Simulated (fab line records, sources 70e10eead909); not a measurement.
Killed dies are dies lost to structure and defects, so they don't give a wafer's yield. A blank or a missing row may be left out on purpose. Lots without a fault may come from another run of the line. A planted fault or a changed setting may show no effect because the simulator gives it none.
fab line records | flow nand_harc
record lots=6 wafers=18 last_day=22
route steps=1159 shown A_BLC@974 A_M0@994 END@1159
lots that met no fault: from a run of the same line without faults
start_h: hours from the record's first day to the start of the lot's first wafer shown | wait_h: hours since the lot's step before | " the same as in the row above | L1.1+2: a row that stands for several wafers | - no value, or no start given | * or withheld: withheld | < > ~ a bound
route shown NAME@n: a module of which the file shows steps, and the number in the route of the first | usual: mean/standard deviation of fault-free wafers | same: alike in all rows | chamber/n: place in a boat | sites: the reading at each site | _std_site: their standard deviation | _edge_site: outer sites' mean less inner sites' | radius_mm: how far each site lies from the wafer's centre | mask NAME#n: copy n | behind: the tool/chamber that last shaped the wafer | hold: why the lot was held/for how many hours/how that ended | device: the transistor (n, p or np) that didn't switch | end of line: the same wafers' tests at the end of the route | a step without rows: its recipe alone | killed: dies lost to structure and defects at the first sort, not the wafer's yield | map: a wafer's dies, x killed, . not, _ none there
set.NAME: the setting as run; set.NAME@STEP: as run at that earlier step | model.NAME: the simulator's own value behind a step, which no gauge read
lots at some steps of the route; a table a step, a row a wafer
services: from which hour (start_h, from the record's first day; less than 0 if before it) a tool's chamber was out of use, for how many hours, and why
## steps
# step NHARC_A_BLC_CD_MEAS_10
# recipe target_cd_nm=100 landing_energy_ev=500
# usual cd_nm=99.5/0.63
# columns lot.wafer tool chamber start_h wait_h cd_nm
L909.2 cd_sem-01 0 399.20 - 99.0
L909.5 " 0 " " 100.2
L909.6 " 0 " " 100.5
L910.1 cd_sem-03 0 399.70 - 99.6
L910.3 " 0 " " 100.4
L910.4 " 0 " " 100.3
L916.1 cd_sem-01 0 435.16 - 98.5
L916.2 " 0 " " 100.2
L916.3 " 0 " " 99.6
L912.2 cd_sem-03 0 439.48 - 99.2
L912.3 " 0 " " 97.9
L912.4 " 0 " " 99.2
L914.3 cd_sem-01 0 449.21 - 99.4
L914.4 " 0 " " 99.4
L914.6 " 0 " " 100.0
L918.3 cd_sem-01 0 474.35 - 99.5
L918.4 " 0 " " 99.2
L918.5 " 0 " " 100.1
# step NHARC_A_BLC_OVL_MEAS_11
# usual overlay_x_nm=-0.1/0.9 overlay_y_nm=0.3/0.8
# columns lot.wafer tool chamber start_h wait_h overlay_x_nm overlay_y_nm
L909.2 overlay-01 - 399.28 - 1.3 -0.2
L909.5 " - " " 1.1 0.1
L909.6 " - " " 1.4 0.0
L910.1 overlay-02 - 399.79 - 0.1 1.0
L910.3 " - " " -0.6 1.0
L910.4 " - " " 0.1 1.4
L916.1 overlay-02 - 435.25 - -1.0 2.1
L916.2 " - " " -0.6 2.3
L916.3 " - " " -0.9 2.3
L912.2 overlay-01 - 439.56 - -0.9 -0.2
L912.3 " - " " -1.4 0.1
L912.4 " - " " -1.5 0.5
L914.3 overlay-02 - 449.29 - 0.5 1.5
L914.4 " - " " 0.0 0.8
L914.6 " - " " 0.4 0.2
L918.3 overlay-02 - 474.43 - 0.1 0.6
L918.4 " - " " 0.6 0.4
L918.5 " - " " -0.1 0.8
# step NHARC_A_BLC_INSPECT_12
# usual raw_defect_count=28/11
# columns lot.wafer tool chamber start_h wait_h raw_defect_count
L909.2 defect_inspect-01 - 399.32 0.0 18
L909.5 " - " " 21
L909.6 " - " " 30
L910.1 defect_inspect-01 - 399.83 0.0 22
L910.3 " - " " 15
L910.4 " - " " 20
L916.1 defect_inspect-02 - 435.29 0.0 28
L916.2 " - " " 26
L916.3 " - " " 24
L912.2 defect_inspect-01 - 439.60 0.0 18
L912.3 " - " " 13
L912.4 " - " " 17
L914.3 defect_inspect-01 - 449.33 0.0 24
L914.4 " - " " 35
L914.6 " - " " 27
L918.3 defect_inspect-01 - 474.48 0.1 19
L918.4 " - " " 12
L918.5 " - " " 9
# step NHARC_A_BLC_DESCUM_15
# recipe time_s=3 o2_flow_sccm=200 ar_flow_sccm=0 bias_power_w=0 chemistry=O2
# step NHARC_A_BLC_ETCH_16
# recipe target_depth_a=390 over_etch_frac=0.3 time_s=65 ion_energy_ev=80 cf4_flow_sccm=150 ar_flow_sccm=0 rf_w=300 bias_w=100 chemistry=CF4
# step NHARC_A_BLC_ETCH_17
# recipe target_depth_a=3900 over_etch_frac=0.25 time_s=609.38 ion_energy_ev=200 n2_flow_sccm=150 h2_flow_sccm=150 ar_flow_sccm=0 rf_w=400 bias_w=150 chemistry=N2/H2
# step NHARC_A_BLC_ETCH_18
# recipe target_depth_a=9100 c4f8_flow_sccm=20 o2_flow_sccm=10 ar_flow_sccm=withheld rf_w=600 bias_w=1500 chemistry=C4F8/O2/Ar
# usual oes_product_au=0.946/0.023 rf_vpp_V=975/5.6
# columns lot.wafer tool chamber start_h wait_h oes_product_au rf_hours_counter_h rf_vpp_V
L910.4 rie_diel-07 3 - - 0.968 15 978
L910.1 " 0 " " 0.939 17 969
L910.3 " 2 " " 0.963 19 970
L909.2 rie_diel-01 0 - - 0.934 33 972
L909.5 " 1 " " 0.944 - 981
L909.6 " 2 " " 0.932 - 976
L916.2 rie_diel-03 3 - - 0.956 3 979
L916.1 " 0 " " 0.958 4 975
L916.3 " 1 " " 0.974 4 973
L912.4 rie_diel-03 0 - - 0.960 4 972
L912.3 " 2 " " 0.964 4 980
L912.2 " 3 " " 0.987 4 978
L914.4 rie_diel-07 2 - - 0.955 4 970
L914.3 " 1 " " 0.982 4 984
L914.6 " 3 " " 0.944 - 977
L918.3 rie_diel-03 1 - - 0.936 8 974
L918.4 " 2 " " 0.924 7 979
L918.5 " 0 " " 0.914 - 974
# step NHARC_A_BLC_CD_MEAS_19
# usual cd_nm=99.9/2.9
# columns lot.wafer tool chamber start_h wait_h cd_nm
L910.1 cd_sem-02 - 400.93 - 104.8
L910.3 " - " " 99.2
L910.4 " - " " 97.5
L909.2 cd_sem-01 - 401.84 - 97.1
L909.5 " - " " 101.8
L909.6 " - " " 97.7
L916.1 cd_sem-03 - 436.31 - 93.9
L916.2 " - " " 98.6
L916.3 " - " " 98.9
L912.2 cd_sem-02 - 440.63 - 100.4
L912.3 " - " " 102.2
L912.4 " - " " 93.2
L914.3 cd_sem-02 - 450.38 - 101.0
L914.4 " - " " 101.1
L914.6 " - " " 99.7
L918.3 cd_sem-02 - 475.98 - 97.8
L918.4 " - " " 101.4
L918.5 " - " " 93.6
# step NHARC_A_BLC_STRIP_29
# recipe cf4_flow_sccm=150 ar_flow_sccm=0 bias_w=0 chemistry=CF4
# step NHARC_A_BLC_STRIP_21
# recipe o2_flow_sccm=500 ar_flow_sccm=0 bias_w=0 chemistry=O2
# step NHARC_A_BLC_STRIP_22
# recipe time_s=600 temp_c=30 chemistry=post_etch_residue_remover
# step NHARC_A_BLC_DEGAS_30
# recipe temp_c=300 time_s=60
# usual heater_power_w=454/44 susceptor_temp_C=300.01/0.17
# columns lot.wafer tool chamber start_h wait_h heater_power_w susceptor_temp_C
L910.4 pvd_sputter-03 - 401.63 - 511 299.94
L910.1 " - " " 425 300.05
L910.3 " - " " 408 300.08
L909.2 pvd_sputter-03 - 402.46 - 521 -
L909.5 " - " " 396 -
L909.6 " - " " 417 -
L916.1 pvd_sputter-02 - 436.91 - 475 299.73
L916.2 " - " " 490 299.92
L916.3 " - " " 401 300.16
L912.4 pvd_sputter-01 - 441.23 - 426 300.07
L912.2 " - " " 517 300.05
L912.3 " - " " 524 300.07
L914.3 pvd_sputter-03 - 451.00 - 408 300.22
L914.4 " - " " 516 299.74
L914.6 " - " " 408 300.12
L918.3 pvd_sputter-03 - 476.60 - 510 299.96
L918.4 " - " " 423 300.25
L918.5 " - " " 537 300.05
# step NHARC_A_BLC_PRE_CLEAN_31
# recipe time_s=15 bias_v=250 gas=Ar
# columns lot.wafer tool chamber start_h wait_h
L910.1+4+3 pvd_sputter-03 - 401.69 -
L909.2+6+5 pvd_sputter-03 - 402.50 -
L916.3+2+1 pvd_sputter-02 - 436.97 -
L912.4+3+2 pvd_sputter-01 - 441.30 -
L914.3+4+6 pvd_sputter-03 - 451.13 -
L918.3+4+5 pvd_sputter-03 - 476.65 -
# step NHARC_A_BLC_PVD_32
# recipe target_thk_a=50 chamber_pressure_pa=5 power_w=5000 substrate_temp_c=200 time_s=17.7 material=Ti
# step NHARC_A_BLC_ALD_23
# recipe target_thk_a=30 pulse_time_s=1 ald_cycles=150 temp_c=450 material=TiN
# usual heater_power_outer_w=678/84 heater_power_w=1085/130 precursor_pulse_height_rel=1.001/0.019 susceptor_temp_C=450.00/0.22
# columns lot.wafer tool chamber start_h wait_h heater_power_outer_w heater_power_w precursor_pulse_height_rel since_wet_clean_h susceptor_temp_C
L910.3 ald_metal-04 2 401.92 - 665 1060 0.994 164 450.17
L910.1 " 3 " " 589 1027 1.036 164 450.16
L910.4 " 0 " " 658 1030 0.992 164 450.29
L909.2 ald_metal-02 1 402.74 - 671 1112 1.002 29 449.61
L909.5 " 2 " " 813 1247 1.006 - 450.24
L909.6 " 3 " " 609 885 1.011 - 450.02
L916.3 ald_metal-03 2 437.17 - 835 1304 0.990 105 449.92
L916.2 " 3 " " 678 1137 1.016 105 450.11
L916.1 " 0 " " 741 1200 1.015 105 450.20
L912.2 ald_metal-04 2 441.48 - 638 1058 1.018 26 449.82
L912.3 " 3 " " 576 1003 0.990 26 449.96
L912.4 " 1 " " 570 885 0.983 26 449.92
L914.3 ald_metal-03 3 451.37 - 671 1123 0.955 119 -
L914.4 " 1 " " 624 969 0.967 119 -
L914.6 " 0 " " 720 1214 1.003 - -
L918.4 ald_metal-03 3 476.84 - 675 1128 1.035 145 450.00
L918.3 " 0 " " 781 1201 1.011 145 449.99
L918.5 " 3 " " 686 1129 1.008 - 449.58
# step NHARC_A_BLC_CVD_24
# recipe target_thk_a=1500 temp_c=300 pressure_torr=40 wf6_flow_sccm=40 h2_flow_sccm=1600 ar_flow_sccm=1560 time_s=434 material=W
# step NHARC_A_BLC_CMP_25
# recipe t_overpolish_s=30 target_thk_nm=150
# step NHARC_A_BLC_SRD_27
# step NHARC_A_M0_DEP_00
# recipe target_thk_a=1500 target_thk_nm=150 temp_c=withheld pressure_torr=5 flow_sccm=200 rf_w=600 material=SiOC
# step NHARC_A_M0_DEHYDRATE_01
# recipe temp_c=150 time_s=120
# step NHARC_A_M0_HMDS_02
# recipe time_s=30
# step NHARC_A_M0_COAT_33
# recipe temp_c=200 time_s=65
# step NHARC_A_M0_COAT_03
# recipe spin_rpm=1500 resist_thk_nm=90
# step NHARC_A_M0_SOFTBAKE_04
# recipe temp_c=105 time_s=55
# step NHARC_A_M0_EBR_05
# step NHARC_A_M0_EXPOSE_06
# recipe na=1.35 target_cd_nm=80 dose_mj=83.25 mask_id=A_M0
# step NHARC_A_M0_PEB_07
# recipe peb_temp_c=100 peb_time_s=65
# step NHARC_A_M0_DEVELOP_08
# recipe develop_time_s=35 dev_temp_c=23
# step NHARC_A_M0_CD_MEAS_09
# recipe target_cd_nm=80 landing_energy_ev=500
# usual cd_nm=79.9/0.76
# columns lot.wafer tool chamber start_h wait_h cd_nm
L910.1 cd_sem-02 0 405.66 - 79.5
L910.3 " 0 " " 78.9
L910.4 " 0 " " 79.5
L909.2 cd_sem-02 0 406.19 - 78.8
L909.5 " 0 " " 78.1
L909.6 " 0 " " 78.6
L916.1 cd_sem-03 0 440.89 - 79.8
L916.2 " 0 " " 80.2
L916.3 " 0 " " 80.2
L912.2 cd_sem-03 0 443.52 - 80.9
L912.3 " 0 " " 80.4
L912.4 " 0 " " 81.4
L914.3 cd_sem-03 0 453.41 - 80.3
L914.4 " 0 " " 80.8
L914.6 " 0 " " 78.8
L918.3 cd_sem-01 0 485.96 - 80.4
L918.4 " 0 " " 79.2
L918.5 " 0 " " 80.3
# step NHARC_A_M0_OVL_MEAS_10
# recipe pitch_nm=160
# usual overlay_x_nm=0.3/0.86 overlay_y_nm=0.0/0.77
# columns lot.wafer tool chamber start_h wait_h overlay_x_nm overlay_y_nm
L910.1 overlay-02 - 405.75 - 0.8 -0.7
L910.3 " - " " 1.1 -0.6
L910.4 " - " " 1.4 -1.1
L909.2 overlay-01 - 406.27 - 0.6 0.4
L909.5 " - " " 0.9 0.9
L909.6 " - " " 1.3 0.6
L916.1 overlay-01 - 440.98 - -0.4 0.0
L916.2 " - " " 0.0 -0.5
L916.3 " - " " -0.1 -0.2
L912.2 overlay-02 - 443.61 - 0.2 0.0
L912.3 " - " " -0.6 0.4
L912.4 " - " " -0.5 0.5
L914.3 overlay-02 - 453.50 - 0.7 -0.2
L914.4 " - " " 0.9 0.2
L914.6 " - " " 1.4 -0.5
L918.3 overlay-01 - 486.05 - 1.5 0.1
L918.4 " - " " 1.5 0.3
L918.5 " - " " 1.4 0.1
# step NHARC_A_M0_DESCUM_14
# recipe time_s=3 o2_flow_sccm=200 ar_flow_sccm=0 bias_power_w=0 chemistry=O2
# step NHARC_A_M0_ETCH_34
# recipe target_depth_a=400 overetch_a=120 time_s=43.94 ion_energy_ev=200 n2_flow_sccm=150 h2_flow_sccm=150 ar_flow_sccm=0 rf_w=400 bias_w=150 chemistry=N2/H2
# usual drypump_motor_current_A=5.65/0.23 oes_product_au=1.002/0.012 rf_vpp_V=430.9/2.8 showerhead_plenum_p_Torr=2.05/0.095 throttle_valve_pct=14.171/0.0087
# columns lot.wafer tool chamber start_h wait_h drypump_motor_current_A oes_product_au rf_hours_counter_h rf_vpp_V showerhead_plenum_p_Torr throttle_valve_pct
L910.3 rie_diel-09 2 405.93 0.1 6.09 0.996 10 433.2 2.13 14.173
L910.1 " 3 " " 5.81 1.017 11 432.0 2.08 14.168
L910.4 " 0 " " 5.49 0.991 11 427.1 1.91 14.172
L909.2 rie_diel-04 2 406.48 0.1 5.25 1.029 8 430.4 2.02 14.165
L909.5 " 1 " " 5.71 0.997 - 426.5 1.90 14.167
L909.6 " 2 " " 5.26 1.033 - 429.8 2.02 14.162
L916.1 rie_diel-04 2 441.16 0.1 5.24 1.013 11 429.4 2.02 14.159
L916.3 " 3 " " 5.69 1.015 9 433.7 2.17 14.162
L916.2 " 0 " " 5.65 1.002 12 434.3 2.13 14.166
L912.2 rie_diel-09 0 443.79 0.1 5.50 1.011 1 427.7 1.91 14.185
L912.4 " 2 " " 6.08 1.011 0 432.9 2.13 14.176
L912.3 " 3 " " 5.82 1.016 1 431.6 2.08 14.170
L914.4 rie_diel-09 1 453.68 0.1 5.75 0.991 1 433.2 2.12 14.185
L914.3 " 2 " " 6.08 0.991 1 433.1 2.13 14.157
L914.6 " 2 " " 6.09 0.996 - 433.5 2.13 14.165
L918.3 rie_diel-04 1 486.25 0.1 5.72 0.997 1 425.6 1.89 14.181
L918.5 " 0 " " 5.63 1.020 - 431.4 2.13 14.167
L918.4 " 1 " " 5.73 0.988 - 426.7 1.89 14.171
# step NHARC_A_M0_ETCH_15
# recipe target_depth_a=1500 overetch_a=150 time_s=82.5 c4f8_flow_sccm=withheld ar_flow_sccm=400 rf_w=600 bias_w=300 chemistry=C4F8/Ar
# step NHARC_A_M0_CD_MEAS_16
# usual cd_nm=79.6/1.1
# columns lot.wafer tool chamber start_h wait_h cd_nm
L910.1 cd_sem-01 - 406.14 - 79.4
L910.3 " - " " 79.8
L910.4 " - " " 80.1
L909.2 cd_sem-01 - 406.71 - 78.6
L909.5 " - " " 77.0
L909.6 " - " " 79.3
L916.1 cd_sem-03 - 441.38 - 79.7
L916.2 " - " " 80.0
L916.3 " - " " 79.6
L912.2 cd_sem-01 - 444.00 - 80.6
L912.3 " - " " 79.7
L912.4 " - " " 80.4
L914.3 cd_sem-03 - 453.90 - 79.0
L914.4 " - " " 79.8
L914.6 " - " " 77.6
L918.3 cd_sem-02 - 486.49 - 81.3
L918.4 " - " " 80.5
L918.5 " - " " 79.9
# step NHARC_A_M0_STRIP_18
# recipe power_w=1000 n2_flow_sccm=150 h2_flow_sccm=150 ar_flow_sccm=0 bias_w=0 chemistry=N2/H2
# step NHARC_A_M0_STRIP_19
# recipe time_s=600 temp_c=30 chemistry=post_etch_residue_remover
# step NHARC_A_M0_DEGAS_28
# recipe temp_c=250 time_s=60
# step NHARC_A_M0_PRE_CLEAN_29
# recipe time_s=30 temp_c=280 gas=H2/He
# usual heater_power_w=413/43 susceptor_temp_C=280.00/0.16
# columns lot.wafer tool chamber start_h wait_h heater_power_w susceptor_temp_C
L910.1 pvd_sputter-01 - - - 452 279.91
L910.3 " - " " 369 280.06
L910.4 " - " " 455 280.06
L909.2 pvd_sputter-01 - - - 462 279.93
L909.6 " - " " 456 279.99
L909.5 " - " " 463 280.05
L916.2 pvd_sputter-03 - - - 352 280.11
L916.3 " - " " 368 280.03
L916.1 " - " " 359 280.00
L912.4 pvd_sputter-02 - - - 352 279.99
L912.2 " - " " 428 279.99
L912.3 " - " " 440 280.07
L914.4 pvd_sputter-03 - - - 372 280.15
L914.3 " - " " 356 280.03
L914.6 " - " " 465 280.24
L918.4 pvd_sputter-01 - - - 462 279.90
L918.3 " - " " 446 279.75
L918.5 " - " " 456 279.92
# step NHARC_A_M0_PVD_20
# recipe target_thk_a=50 bias_v=168.6 power_w=15000 chamber_pressure_pa=0.12 time_s=8.06 substrate_temp_c=50 material=TaN
# step NHARC_END_SORT_01
# recipe temp_c=25
# usual killed_at_array=26/9.1 killed_at_other=0.7/0.9 killed_at_periphery=3.6/2.8 killed_dies=30/9.2 killed_open=3.0/1.9 killed_short=2.0/1.4
# same gross_dies=677
# columns lot.wafer tool chamber start_h wait_h killed_at_array killed_at_other killed_at_periphery killed_dies killed_open killed_short
L914.3 prober-01 0 498.83 3.1 117 2 1 120 3 0
L914.4 prober-01 0 499.63 3.4 104 1 2 107 2 1
L914.6 prober-01 0 501.22 4.0 67 0 3 70 1 0
L918.3 prober-01 0 527.69 3.1 87 0 3 90 4 1
L918.4 prober-01 0 528.49 3.4 55 0 5 60 0 2
L918.5 prober-01 0 529.30 3.7 86 1 4 91 4 3
# killed by level:class
L914.3 A_BLC:unspecified=95 A_CHANNEL_HOLE_D1:chamber_film_flake=17 A_CONTACT:chamber_film_flake=2 THIN_TSV:chamber_film_flake=2 P_M0:geometric_particle:open=1 A_SOURCE_PLATE:geometric_particle:open=1 A_CHANNEL_FILL_D1:geometric_particle:open=1 A_STAIRCASE:chamber_film_flake=1
L914.4 A_BLC:unspecified=71 A_CHANNEL_HOLE_D1:chamber_film_flake=20 A_STAIRCASE:chamber_film_flake=4 A_CONTACT:chamber_film_flake=4 P_GATE:chamber_film_flake=2 A_ONON_D1:geometric_particle:short=1 A_SGD_CUT:geometric_particle:open=1 A_WL_FILL:geometric_particle:open=1
L914.6 A_BLC:unspecified=40 A_CHANNEL_HOLE_D1:chamber_film_flake=14 A_CONTACT:chamber_film_flake=7 A_STAIRCASE:chamber_film_flake=4 P_GATE:chamber_film_flake=3 A_CHANNEL_FILL_D1:geometric_particle:open=1 A_WL_FILL:chamber_film_flake=1
L918.3 A_BLC:unspecified=72 A_CHANNEL_HOLE_D1:chamber_film_flake=5 A_CONTACT:chamber_film_flake=4 P_M1:chamber_film_flake=2 P_CONTACT:geometric_particle:open=1 A_CHANNEL_FILL_D1:geometric_particle:short=1 A_SGD_CUT:geometric_particle:open=1 A_CONTACT:geometric_particle:open=1
L918.4 A_BLC:unspecified=41 A_CHANNEL_HOLE_D1:chamber_film_flake=6 P_M1:chamber_film_flake=5 A_CONTACT:chamber_film_flake=3 A_ONON_D1:geometric_particle:short=1 A_CHANNEL_HOLE_D1:geometric_particle:short=1 A_ZERO_WELL:chamber_film_flake=1 A_SLIT:chamber_film_flake=1
L918.5 A_BLC:unspecified=73 A_CHANNEL_HOLE_D1:chamber_film_flake=5 P_M1:chamber_film_flake=3 A_BLC:geometric_particle:open=2 A_CONTACT:chamber_film_flake=2 P_GATE:geometric_particle:short=1 A_SOURCE_PLATE:geometric_particle:open=1 A_CHANNEL_HOLE_D1:geometric_particle:short=1
# map L914.3 (x killed, . not)
____________.____________
_________......._________
_______.........x._______
______.............______
_____..............._____
____......x..........____
____.................____
___....xxx............___
___....xxxx...........___
__...xxxxxx............__
__...xxxxxxxx..........__
_....xxxxxxxx..........._
_...xxxxxxxxx..........._
_.x.xxxxxxxxx..........._
_..x.xxxxxxxx..........._
_..x.xxxxxxxx..........._
....xxxxxxxxxx...........
....x.xxxxx.x............
......xxxxx..............
...xx.xxx.x.x............
x.xx..xx..x.......x......
_.xx.x.................._
_.xxxx.................._
_.x.xx................x._
_......................._
_..x...................._
__.....................__
__.x.x.........x.......__
___...................___
___...................___
____.................____
____.............x...____
_____..............._____
______.............______
_______..........._______
_________......._________
____________.____________
# map L918.5 (x killed, . not)
____________x____________
_________..xxxxx_________
_______.....xxxxxx_______
______......xxxxxxx______
_____...x...xxxxxxxx_____
____......xxxxxxxxxxx____
____........xxxxxxxxx____
___.........xxxxxxxxx.___
___..........xxxxxxx..___
__...........xxx.xxx...__
__.x........x..x.x.....__
_.x....................._
_............x.x........_
_.x..........x.........._
_......................._
_..x...................._
.x.......................
x..xx....................
..............x..........
.......................x.
........x................
_......................._
_......................._
_......................._
_.........x........x...._
_....................x.._
__.....................__
__.....................__
___...................___
___...................___
____...............x.____
____.................____
_____..............._____
______.............______
_______..........._______
_________......._________
____________.____________
## services
# columns tool chamber start_h hours kind
rie_diel-09 0 385.76 - clean
rie_diel-09 1 385.76 - clean
rie_diel-09 2 385.76 - clean
rie_diel-09 3 385.76 - clean
rie_diel-04 3 392.19 13.0 repair
rie_diel-03 - 392.37 9.0 pm
rie_diel-03 0 392.37 9.0 vent_cycle
rie_diel-03 1 392.37 9.0 vent_cycle
rie_diel-03 2 392.37 9.0 vent_cycle
rie_diel-03 3 392.37 9.0 vent_cycle
rie_diel-04 0 395.90 - clean
pvd_sputter-02 - 401.47 10.0 pm
rie_diel-07 - 405.20 9.0 pm
ald_metal-04 - 406.00 10.0 pm
ald_metal-03 2 408.90 23.8 repair
rie_diel-09 - 431.10 9.0 pm
ald_metal-02 1 434.65 14.1 repair
pvd_sputter-01 - 448.68 4.1 repair
pvd_sputter-03 - 456.15 2.1 repair
ald_metal-04 - 456.76 0.4 repair
ald_metal-04 - 465.79 0.9 repair
rie_diel-04 - 465.90 9.0 pm
rie_diel-04 3 478.24 14.8 repair
rie_diel-07 3 480.85 7.0 repair
## key
first_sign step=NHARC_END_SORT_01 reading=killed_at_array direction=up sigmas=6.6 usual=26 struck=86
effect step=NHARC_END_SORT_01 reading=killed_dies direction=up sigmas=6.4 usual=30 struck=90
more_kills_born_at NHARC_A_BLC_PRE_CLEAN_31@pvd_sputter-03=392
met_at NHARC_A_BLC_PRE_CLEAN_31
struck_wafers L914.3,L914.4,L914.6,L918.3,L918.4,L918.5
tester_left_out L914,L918
onset_between 402.50 451.13
also_fits time
fault kind=chamber_particle_source tool=pvd_sputter-03 chamber=- onset_h=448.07 steps=NHARC_A_BLC_PRE_CLEAN_31 rate_per_visit_cm2=1.6866 end_h=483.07
# tester_left_out: of these lots the tester's yield and bins aren't shown, on N5 and GAA mostly nor the transistor test; their killed dies are dies lost to structure and defects alone, not to doping, threshold or leakage, so they don't give the yield
